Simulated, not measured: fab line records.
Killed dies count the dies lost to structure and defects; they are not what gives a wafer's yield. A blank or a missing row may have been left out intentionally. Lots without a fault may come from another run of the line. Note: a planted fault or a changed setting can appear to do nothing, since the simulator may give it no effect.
fab line records -- flow n5-finfet
record: lots: 6, wafers: 18, last-day: 17
route steps=1938 shown BEOL_M5@1124
lots that met no fault: taken from a fault-free run of the same line
start-h: start of the lot's first displayed wafer, in hours after the record's first day -- wait-h: hours since the lot's step before -- " as in the row above -- L1.1+2: a single row standing in for several wafers -- - no value, or no start given -- * or withheld: withheld -- < > ~ a bound
route shown NAME@n: names a module that has steps shown in the file, with the first one's number in the route -- usual: mean and standard deviation over wafers with no fault -- same: alike in all rows -- chamber/n: place in a boat -- sites: each site's reading -- _std_site: the standard deviation of these -- _edge_site: the outer-site mean with the inner-site mean subtracted -- radius-mm: how far each site lies from the wafer's centre -- mask NAME#n: copy n -- behind: tool/chamber where the wafer was last shaped -- hold: what put the lot on hold/how long, in hours/how the hold closed -- device: the n, p or np transistor that did not switch -- end of line: the route-end tests of the same wafers -- where a step has no rows: the recipe by itself -- killed: at the first sort, the dies lost to defects and structure; wafer yield is something else -- map: shows each die of a wafer: x if killed, . if not, _ if none is there
set.NAME: the setting as run; set.NAME@STEP: as run at that earlier step -- model.NAME: the simulator's own value behind a step, which no gauge read
lots at some steps of the route; a table a step, a row a wafer
services: a tool's chamber out of use, with start hour (start-h, from the record's first day; less than 0 if before it), hours out, and reason
== steps ==
step: N5_BEOL_M5_PEB_09
recipe: peb-temp-c: 100, peb-time-s: 60, resist: CAR-EUV
step: N5_BEOL_M5_DEVELOP_10
recipe: develop-time-s: 30, developer: TMAH, resist: CAR-EUV, rinse-liquid: surfactant-rinse, dry: air-spin, dev-temp-c: 23
step: N5_BEOL_M5_CD_MEAS_11
recipe: target-cd-nm: 27.74, landing-energy-ev: 500, detector: se-inlens
usual: cd-nm: 28.02/0.26
lot.wafer,tool,chamber,start-h,wait-h,cd-nm
L613.2,cd-sem-01,0,184.56,-,27.77
L613.3,cd-sem-01,0,184.56,-,28.05
L613.5,cd-sem-01,0,184.56,-,27.80
L620.1,cd-sem-01,0,234.95,-,27.75
L620.3,cd-sem-01,0,234.95,-,27.78
L620.5,cd-sem-01,0,234.95,-,27.85
L621.1,cd-sem-03,0,254.93,-,28.00
L621.3,cd-sem-03,0,254.93,-,28.03
L621.4,cd-sem-03,0,254.93,-,28.14
L627.1,cd-sem-03,0,273.80,-,27.75
L627.2,cd-sem-03,0,273.80,-,27.78
L627.5,cd-sem-03,0,273.80,-,28.10
L629.1,cd-sem-02,0,292.89,-,27.87
L629.2,cd-sem-02,0,292.89,-,28.33
L629.4,cd-sem-02,0,292.89,-,28.35
L630.1,cd-sem-02,0,300.17,-,28.02
L630.5,cd-sem-02,0,300.17,-,28.42
L630.6,cd-sem-02,0,300.17,-,27.86
step: N5_BEOL_M5_OVL_MEAS_12
recipe: points-per-wafer: 522
usual: M5_OVL: -0.1/0.64
lot.wafer,tool,chamber,start-h,wait-h,M5_OVL[nm]
L613.2,overlay-02,0,184.60,0.0,-0.7
L613.3,overlay-02,0,184.60,0.0,-0.4
L613.5,overlay-02,0,184.60,0.0,-1.1
L620.1,overlay-01,0,234.98,0.0,0.3
L620.3,overlay-01,0,234.98,0.0,-0.4
L620.5,overlay-01,0,234.98,0.0,0.0
L621.1,overlay-01,0,254.96,0.0,-0.1
L621.3,overlay-01,0,254.96,0.0,-0.1
L621.4,overlay-01,0,254.96,0.0,-0.7
L627.1,overlay-02,0,273.83,0.0,-0.7
L627.2,overlay-02,0,273.83,0.0,-0.6
L627.5,overlay-02,0,273.83,0.0,-0.5
L629.1,overlay-02,0,292.92,0.0,0.3
L629.2,overlay-02,0,292.92,0.0,0.3
L629.4,overlay-02,0,292.92,0.0,0.1
L630.1,overlay-02,0,300.20,0.0,0.6
L630.5,overlay-02,0,300.20,0.0,-0.5
L630.6,overlay-02,0,300.20,0.0,0.7
step: N5_BEOL_M5_INSPECT_13
recipe: mode: adi, inspect-instrument: brightfield
usual: raw-defect-count: 417/110
lot.wafer,tool,chamber,start-h,wait-h,raw-defect-count
L613.2,defect-inspect-01,-,184.65,0.0,362
L613.3,defect-inspect-01,-,184.65,0.0,312
L613.5,defect-inspect-01,-,184.65,0.0,362
L620.1,defect-inspect-02,-,235.04,0.1,346
L620.3,defect-inspect-02,-,235.04,0.1,338
L620.5,defect-inspect-02,-,235.04,0.1,318
L621.1,defect-inspect-02,-,255.01,0.1,260
L621.3,defect-inspect-02,-,255.01,0.1,339
L621.4,defect-inspect-02,-,255.01,0.1,328
L627.1,defect-inspect-01,-,273.89,0.1,548
L627.2,defect-inspect-01,-,273.89,0.1,461
L627.5,defect-inspect-01,-,273.89,0.1,319
L629.1,defect-inspect-01,-,292.98,0.1,443
L629.2,defect-inspect-01,-,292.98,0.1,509
L629.4,defect-inspect-01,-,292.98,0.1,542
L630.1,defect-inspect-01,-,300.26,0.1,464
L630.5,defect-inspect-01,-,300.26,0.1,359
L630.6,defect-inspect-01,-,300.26,0.1,383
step: N5_BEOL_M5_DESCUM_16
recipe: chemistry: O2, time-s: 7, source-power-w: 50, bias-power-w: 20, pressure-mtorr: 20, rf-frequency-hz: 2.712e+07, temp-c: 40, resist: CAR-EUV, o2-flow-sccm: 225
step: N5_BEOL_M5_ETCH_72
recipe: chemistry: N2/H2, target: underlayer, target-depth-a: 65, mask-material: CAR-EUV, time-s: 5.2, ion-energy-ev: 200, pressure-mtorr: 30, source-w: 840, bias-w: 150, n2-flow-sccm: 200, h2-flow-sccm: 200, ends: cleared
usual: drypump-motor-current-A: 5.6/0.53, etch-rf-on-time-s: 5.17/0.11, n2-flow-sccm: 200.0/0.57, oes-product-au: 0.69/0.072, rf-vpp-V: 524/3.1, showerhead-plenum-p-Torr: 2.56/0.1, throttle-valve-pct: 17.86/0.24
lot.wafer,tool,chamber,start-h,wait-h,drypump-motor-current-A,etch-rf-on-time-s,n2-flow-sccm,oes-product-au,rf-hours-counter-h,rf-vpp-V,showerhead-plenum-p-Torr,throttle-valve-pct
L613.2,rie-diel-05,2,185.79,0.0,5.1,5.11,200.2,0.80,17,528,2.70,17.84
L613.3,rie-diel-05,0,185.79,0.0,5.8,5.27,199.7,0.71,70,528,2.69,17.73
L613.5,rie-diel-05,2,185.79,0.0,5.0,5.12,200.7,0.80,-,529,2.70,17.82
L620.1,rie-diel-05,2,235.11,0.0,5.0,5.05,199.8,0.76,29,530,2.69,17.86
L620.3,rie-diel-05,0,235.11,0.0,5.8,5.19,199.6,0.70,81,528,2.69,17.78
L620.5,rie-diel-05,2,235.11,0.0,5.1,5.11,199.4,0.77,-,529,2.69,17.87
L621.1,rie-diel-05,2,255.35,0.0,5.0,5.12,199.9,0.76,35,528,2.69,17.88
L621.3,rie-diel-05,3,255.35,0.0,6.1,5.28,199.4,0.71,53,522,2.46,17.50
L621.4,rie-diel-05,1,255.35,0.0,5.6,5.06,199.1,0.70,76,527,2.68,17.94
L627.1,rie-diel-03,0,274.13,0.0,4.9,5.27,199.9,0.63,188,521,2.43,18.21
L627.2,rie-diel-03,2,274.13,0.0,6.1,4.87,200.3,0.82,12,525,2.60,17.42
L627.5,rie-diel-03,2,274.13,0.0,6.1,4.95,200.0,0.81,-,524,2.60,17.45
L629.1,rie-diel-03,1,293.70,0.0,6.1,5.25,200.4,0.58,198,522,2.52,18.11
L629.2,rie-diel-03,0,293.70,0.0,4.9,5.28,199.5,0.61,193,520,2.42,18.20
L629.4,rie-diel-03,3,293.70,0.0,6.3,5.11,200.5,0.77,39,520,2.47,17.88
L630.1,rie-diel-04,2,300.32,0.0,5.1,5.11,200.6,0.60,225,519,2.39,17.85
L630.5,rie-diel-04,1,300.32,0.0,4.9,5.25,200.4,0.60,-,526,2.63,18.31
L630.6,rie-diel-04,2,300.32,0.0,5.1,5.17,199.7,0.59,-,521,2.39,17.84
step: N5_BEOL_M5_ETCH_61
recipe: chemistry: CF4, target: SiARC, target-depth-a: 156, mask-material: CAR-EUV, time-s: 26, ion-energy-ev: 80, pressure-mtorr: 40, source-w: 545, bias-w: 36, Ar_flow_sccm: 100, cf4-flow-sccm: 100, ends: cleared
usual: drypump-motor-current-A: 5.6/0.53, etch-rf-on-time-s: 25.9/0.53, oes-product-au: 0.69/0.072, rf-vpp-V: 184.4/1.2, showerhead-plenum-p-Torr: 2.16/0.08, throttle-valve-pct: 15.68/0.22
lot.wafer,tool,chamber,start-h,wait-h,drypump-motor-current-A,etch-rf-on-time-s,oes-product-au,rf-hours-counter-h,rf-vpp-V,showerhead-plenum-p-Torr,throttle-valve-pct
L613.2,rie-diel-05,2,185.80,0.0,5.0,26.0,0.80,17,186.1,2.27,15.63
L613.3,rie-diel-05,0,185.80,0.0,5.8,26.3,0.71,70,185.9,2.26,15.54
L613.5,rie-diel-05,2,185.80,0.0,5.0,26.0,0.80,-,185.3,2.27,15.62
L620.1,rie-diel-05,2,235.13,0.0,5.0,25.6,0.78,29,184.9,2.27,15.66
L620.3,rie-diel-05,0,235.13,0.0,5.7,26.0,0.70,81,183.7,2.26,15.55
L620.5,rie-diel-05,2,235.13,0.0,5.0,25.4,0.77,-,185.3,2.27,15.65
L621.1,rie-diel-05,2,255.37,0.0,5.0,25.6,0.77,35,184.6,2.27,15.67
L621.3,rie-diel-05,3,255.37,0.0,6.1,26.3,0.71,53,183.5,2.09,15.32
L621.4,rie-diel-05,1,255.37,0.0,5.6,25.5,0.71,76,184.8,2.27,15.82
L627.1,rie-diel-03,0,274.14,0.0,4.9,26.2,0.63,188,182.1,2.04,15.91
L627.2,rie-diel-03,2,274.14,0.0,6.1,24.4,0.81,12,186.3,2.19,15.27
L627.5,rie-diel-03,2,274.14,0.0,6.1,24.6,0.81,-,184.7,2.20,15.29
L629.1,rie-diel-03,1,293.71,0.0,6.1,26.1,0.59,198,185.8,2.13,15.93
L629.2,rie-diel-03,0,293.71,0.0,4.9,26.4,0.63,193,184.5,2.03,15.93
L629.4,rie-diel-03,3,293.71,0.0,6.3,25.8,0.76,39,185.1,2.10,15.77
L630.1,rie-diel-04,2,300.34,0.0,5.0,25.3,0.60,225,182.9,2.04,15.80
L630.5,rie-diel-04,1,300.34,0.0,5.0,26.2,0.61,-,185.5,2.22,16.07
L630.6,rie-diel-04,2,300.34,0.0,5.1,25.5,0.60,-,181.6,2.04,15.80
step: N5_BEOL_M5_ETCH_62
recipe: chemistry: N2/H2, target: SOC, target-depth-a: 750, overetch-a: 150, mask-material: SiARC, temp-c: 40, time-s: 112.5, ion-energy-ev: 200, pressure-mtorr: 30, source-w: 840, bias-w: 150, n2-flow-sccm: 200, h2-flow-sccm: 200
usual: drypump-motor-current-A: 5.6/0.53, n2-flow-sccm: 199.9/0.57, oes-product-au: 0.63/0.062, rf-vpp-V: 524.5/2.8, showerhead-plenum-p-Torr: 2.56/0.1, throttle-valve-pct: 17.82/0.24
lot.wafer,tool,chamber,start-h,wait-h,drypump-motor-current-A,n2-flow-sccm,oes-product-au,rf-hours-counter-h,rf-vpp-V,showerhead-plenum-p-Torr,throttle-valve-pct
L613.2,rie-diel-05,2,185.83,0.0,5.0,199.9,0.73,17,528.2,2.70,17.81
L613.3,rie-diel-05,0,185.83,0.0,5.8,199.4,0.66,70,526.9,2.69,17.70
L613.5,rie-diel-05,2,185.83,0.0,5.1,200.2,0.73,-,528.7,2.70,17.81
L620.1,rie-diel-05,2,235.15,0.0,5.0,200.6,0.72,29,528.0,2.69,17.83
L620.3,rie-diel-05,0,235.15,0.0,5.8,200.5,0.64,81,525.8,2.69,17.70
L620.5,rie-diel-05,2,235.15,0.0,5.0,199.0,0.71,-,529.7,2.69,17.80
L621.1,rie-diel-05,2,255.40,0.0,5.0,200.2,0.71,35,528.2,2.69,17.84
L621.3,rie-diel-05,3,255.40,0.0,6.1,200.4,0.68,53,522.0,2.46,17.46
L621.4,rie-diel-05,1,255.40,0.0,5.6,199.4,0.64,76,527.5,2.68,17.88
L627.1,rie-diel-03,0,274.17,0.0,4.9,198.8,0.59,188,520.3,2.43,18.19
L627.2,rie-diel-03,2,274.17,0.0,6.1,199.0,0.72,12,525.6,2.60,17.41
L627.5,rie-diel-03,2,274.17,0.0,6.2,199.9,0.73,-,527.3,2.59,17.40
L629.1,rie-diel-03,1,293.74,0.0,6.0,200.2,0.55,198,523.6,2.52,18.08
L629.2,rie-diel-03,0,293.74,0.0,4.9,199.6,0.58,193,520.4,2.43,18.19
L629.4,rie-diel-03,3,293.74,0.0,6.3,199.6,0.70,39,521.5,2.47,17.83
L630.1,rie-diel-04,2,300.37,0.0,5.1,199.5,0.54,225,521.7,2.40,17.78
L630.5,rie-diel-04,1,300.37,0.0,4.9,199.8,0.57,-,527.6,2.63,18.26
L630.6,rie-diel-04,2,300.37,0.0,5.1,199.4,0.55,-,521.3,2.39,17.78
step: N5_BEOL_M5_STRIP_63
recipe: chemistry: N2/H2, temp-c: 40, n2-flow-sccm: 200, h2-flow-sccm: 200, rf-frequency-hz: 6e+07
step: N5_BEOL_M5_STRIP_73
recipe: chemistry: N2/H2, temp-c: 40, n2-flow-sccm: 200, h2-flow-sccm: 200, rf-frequency-hz: 6e+07
step: N5_BEOL_M5_STRIP_64
recipe: chemistry: CF4, resist: SiARC, power-w: 300, bias-power-w: 75, pressure-mtorr: 50, cf4-flow-sccm: 150, rf-frequency-hz: 6e+07
usual: drypump-motor-current-A: 5.6/0.53, oes-product-au: 0.79/0.077, rf-vpp-V: 271.4/1.8, showerhead-plenum-p-Torr: 1.81/0.069, throttle-valve-pct: 13.66/0.22
lot.wafer,tool,chamber,start-h,wait-h,drypump-motor-current-A,oes-product-au,rf-hours-counter-h,rf-vpp-V,showerhead-plenum-p-Torr,throttle-valve-pct
L613.2,rie-diel-05,2,185.96,0.0,5.0,0.92,18,273.8,1.91,13.59
L613.3,rie-diel-05,0,185.96,0.0,5.8,0.82,70,272.5,1.90,13.53
L613.5,rie-diel-05,2,185.96,0.0,5.0,0.92,-,274.2,1.91,13.57
L620.1,rie-diel-05,2,235.28,0.0,5.0,0.89,29,274.1,1.90,13.61
L620.3,rie-diel-05,0,235.28,0.0,5.8,0.81,81,273.4,1.90,13.58
L620.5,rie-diel-05,2,235.28,0.0,5.0,0.90,-,274.2,1.90,13.59
L621.1,rie-diel-05,2,255.52,0.0,5.0,0.88,35,273.4,1.90,13.61
L621.3,rie-diel-05,3,255.52,0.0,6.1,0.84,53,268.4,1.76,13.30
L621.4,rie-diel-05,1,255.52,0.0,5.6,0.80,76,272.1,1.90,13.77
L627.1,rie-diel-03,0,274.30,0.0,4.9,0.73,188,269.0,1.70,13.88
L627.2,rie-diel-03,2,274.30,0.0,6.1,0.91,12,270.8,1.85,13.28
L627.5,rie-diel-03,2,274.30,0.0,6.1,0.91,-,271.5,1.85,13.28
L629.1,rie-diel-03,1,293.87,0.0,6.0,0.69,199,271.0,1.79,13.93
L629.2,rie-diel-03,0,293.87,0.0,4.9,0.73,193,270.9,1.70,13.91
L629.4,rie-diel-03,3,293.87,0.0,6.3,0.88,39,271.3,1.75,13.65
L630.1,rie-diel-04,2,300.50,0.0,5.1,0.68,225,269.1,1.72,13.83
L630.5,rie-diel-04,1,300.50,0.0,4.9,0.72,-,271.9,1.86,14.02
L630.6,rie-diel-04,2,300.50,0.0,5.1,0.69,-,269.3,1.72,13.83
step: N5_BEOL_M5_HM_OPEN_17
recipe: chemistry: Cl2/BCl3, target-depth-a: 200, overetch-a: 60, target: TiN, mask-material: SOC, ion-energy-ev: 150, pressure-mtorr: 10, icp-w: 1000, bias-w: 126, Cl2_flow_sccm: 53.25, bcl3-flow-sccm: 21.75, Ar_flow_sccm: 25
usual: bcl3-flow-sccm: 21.74/0.074, bias-w: 126.0/0.38, drypump-motor-current-A: 5.7/0.59, mfc-cl2-sccm: 53.22/0.15, oes-product-au: 0.64/0.065, throttle-valve-pct: 22.06/0.2
lot.wafer,tool,chamber,start-h,wait-h,bcl3-flow-sccm,bias-w,drypump-motor-current-A,mfc-cl2-sccm,oes-product-au,rf-hours-counter-h,throttle-valve-pct,model.SOC_of_BEOL_M5_COAT_59.thk-nm
L613.2,rie-metal-01,0,186.00,0.0,21.76,125.7,6.2,53.19,0.65,50,22.08,52
L613.3,rie-metal-01,1,186.00,0.0,21.72,126.2,5.6,52.87,0.76,-,22.34,52
L613.5,rie-metal-01,0,186.00,0.0,21.82,126.1,6.2,52.99,0.65,-,22.07,51.8
L620.1,rie-metal-01,0,235.32,0.0,-,-,-,-,-,-,-,60
L620.3,rie-metal-01,1,235.32,0.0,-,-,-,-,-,-,-,60
L620.5,rie-metal-01,0,235.32,0.0,-,-,-,-,-,-,-,59.8
L621.1,rie-metal-02,1,255.56,0.0,-,-,-,-,-,-,-,60
L621.3,rie-metal-02,0,255.56,0.0,-,-,-,-,-,-,-,60
L621.4,rie-metal-02,1,255.56,0.0,-,-,-,-,-,-,-,60
L627.1,rie-metal-02,0,274.34,0.0,21.76,126.0,6.5,53.13,0.59,74,22.30,51.8
L627.2,rie-metal-02,1,274.34,0.0,21.82,125.8,6.3,53.28,0.69,41,21.83,51.8
L627.5,rie-metal-02,1,274.34,0.0,21.74,125.6,6.3,53.01,0.68,-,21.82,52
L629.1,rie-metal-02,0,293.91,0.0,21.76,125.4,6.5,53.05,0.59,76,22.29,52.2
L629.2,rie-metal-02,1,293.91,0.0,21.71,125.7,6.3,53.24,0.68,43,21.81,52
L629.4,rie-metal-02,1,293.91,0.0,21.67,125.9,6.3,53.27,0.68,-,21.82,52
L630.1,rie-metal-01,0,300.54,0.0,21.87,126.5,6.3,53.28,0.62,58,22.12,52.2
L630.5,rie-metal-01,1,300.54,0.0,21.71,126.3,5.6,53.25,0.72,-,22.35,52
L630.6,rie-metal-01,0,300.54,0.0,21.79,126.3,6.2,53.36,0.62,-,22.12,52.2
step: N5_BEOL_M5_STRIP_19
recipe: chemistry: O2, power-w: 400, temp-c: 40, pressure-mtorr: 30, rf-frequency-hz: 6e+07, bias-power-w: 0, overash-fraction: 0.2, o2-flow-sccm: 225
usual: drypump-motor-current-A: 5.6/0.53, oes-product-au: 0.79/0.086, rf-vpp-V: 3.7/0.49, showerhead-plenum-p-Torr: 2.12/0.079, throttle-valve-pct: 16.78/0.2
lot.wafer,tool,chamber,start-h,wait-h,drypump-motor-current-A,oes-product-au,rf-hours-counter-h,rf-vpp-V,showerhead-plenum-p-Torr,throttle-valve-pct
L613.2,rie-diel-05,2,186.21,0.2,5.0,0.93,18,3.6,2.23,16.72
L613.3,rie-diel-05,3,186.21,0.2,6.1,0.88,36,3.0,2.06,16.40
L613.5,rie-diel-05,2,186.21,0.2,5.0,0.93,-,3.8,2.23,16.73
L620.1,rie-diel-03,3,235.43,0.1,6.3,0.92,22,4.0,2.06,16.81
L620.3,rie-diel-03,1,235.43,0.1,6.1,0.71,181,4.1,2.09,16.94
L620.5,rie-diel-03,1,235.43,0.1,6.0,0.71,-,3.1,2.09,16.95
L621.1,rie-diel-03,3,255.67,0.1,6.3,0.90,28,3.8,2.06,16.82
L621.3,rie-diel-03,0,255.67,0.1,4.9,0.74,182,3.8,2.01,17.07
L621.4,rie-diel-03,1,255.67,0.1,6.0,0.69,188,3.8,2.09,16.96
L627.1,rie-diel-03,2,274.57,0.2,6.1,0.95,12,3.0,2.15,16.34
L627.2,rie-diel-03,3,274.57,0.2,6.3,0.89,34,3.7,2.06,16.84
L627.5,rie-diel-03,0,274.57,0.2,4.9,0.75,-,4.1,2.01,17.07
L629.1,rie-diel-04,3,294.16,0.2,4.9,0.73,197,4.3,2.14,16.80
L629.2,rie-diel-04,0,294.16,0.2,5.4,0.72,186,4.0,2.09,16.55
L629.4,rie-diel-04,2,294.16,0.2,5.1,0.69,223,4.5,1.99,16.79
L630.1,rie-diel-05,3,300.65,0.1,6.1,0.84,66,3.5,2.05,16.48
L630.5,rie-diel-05,2,300.65,0.1,5.0,0.88,-,3.3,2.22,16.77
L630.6,rie-diel-05,3,300.65,0.1,6.1,0.85,-,3.2,2.05,16.48
step: N5_BEOL_M5_CD_MEAS_18
recipe: pitch-nm: 56, target-cd-nm: 28
usual: cd-nm: 28.0/0.31
lot.wafer,tool,chamber,start-h,wait-h,cd-nm
L613.2,cd-sem-03,-,186.28,0.1,27.7
L613.3,cd-sem-03,-,186.28,0.1,28.3
L613.5,cd-sem-03,-,186.28,0.1,28.1
L620.1,cd-sem-03,-,235.50,0.0,-
L620.3,cd-sem-03,-,235.50,0.0,-
L620.5,cd-sem-03,-,235.50,0.0,-
L621.1,cd-sem-02,-,255.74,0.0,-
L621.3,cd-sem-02,-,255.74,0.0,-
L621.4,cd-sem-02,-,255.74,0.0,-
L627.1,cd-sem-01,-,274.64,0.0,27.9
L627.2,cd-sem-01,-,274.64,0.0,28.4
L627.5,cd-sem-01,-,274.64,0.0,28.0
L629.1,cd-sem-01,-,294.23,0.0,27.7
L629.2,cd-sem-01,-,294.23,0.0,27.5
L629.4,cd-sem-01,-,294.23,0.0,28.5
L630.1,cd-sem-02,-,300.72,0.0,28.1
L630.5,cd-sem-02,-,300.72,0.0,28.5
L630.6,cd-sem-02,-,300.72,0.0,28.5
step: N5_BEOL_M5_COAT_65
recipe: resist: SOC, temp-c: 250, time-s: 60, spin-rpm: 1500, resist-thk-nm: 60
== services ==
tool,chamber,start-h,hours,kind
rie-diel-04,-,174.46,15.6,pm
rie-diel-05,2,179.59,5.7,repair
rie-diel-05,1,184.83,6.6,repair
rie-diel-05,-,187.41,14.6,pm
rie-diel-03,0,196.77,6.4,repair
rie-diel-04,3,200.90,12.8,repair
rie-diel-04,2,216.19,9.9,repair
rie-diel-03,2,216.52,-,clean
rie-diel-03,2,216.52,-,consumable-replace:focus-ring
rie-metal-01,1,248.75,2.4,repair
rie-diel-05,3,251.62,3.5,repair
rie-metal-01,-,253.60,2.8,pm
rie-diel-03,-,253.91,0.7,repair
rie-metal-02,0,263.05,10.3,repair
rie-metal-02,-,267.25,1.4,pm
== key ==
first-sign: step: N5_BEOL_M5_HM_OPEN_17, reading: tool-record, direction: missing
effect: step: N5_BEOL_M5_CD_MEAS_18, reading: cd-nm, direction: missing
model-effect: step: N5_BEOL_M5_HM_OPEN_17, value: SOC_of_BEOL_M5_COAT_59.thk-nm, without: 52.07, struck: 59.97
met-at N5_BEOL_M5_HM_OPEN_17
struck-wafers L620.1,L620.3,L620.5,L621.1,L621.3,L621.4
later-rows-left-out L620.1,L620.3,L620.5,L621.1,L621.3,L621.4
sort-left-out L620.1,L620.3,L620.5,L621.1,L621.3,L621.4
onset-between 186.00 235.32
fault: kind: skipped-step-whole, tool: rie-metal-01,rie-metal-02, chamber: -, onset-h: 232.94, steps: N5_BEOL_M5_HM_OPEN_17, scope: struck-lots-only
sort-left-out: the simulated sort isn't trusted on such a fault, so these wafers' sort isn't shown, and their yield isn't known
later-rows-left-out: the simulator's readings of these wafers behind a module that went badly wrong aren't trusted and aren't shown, but for the sort
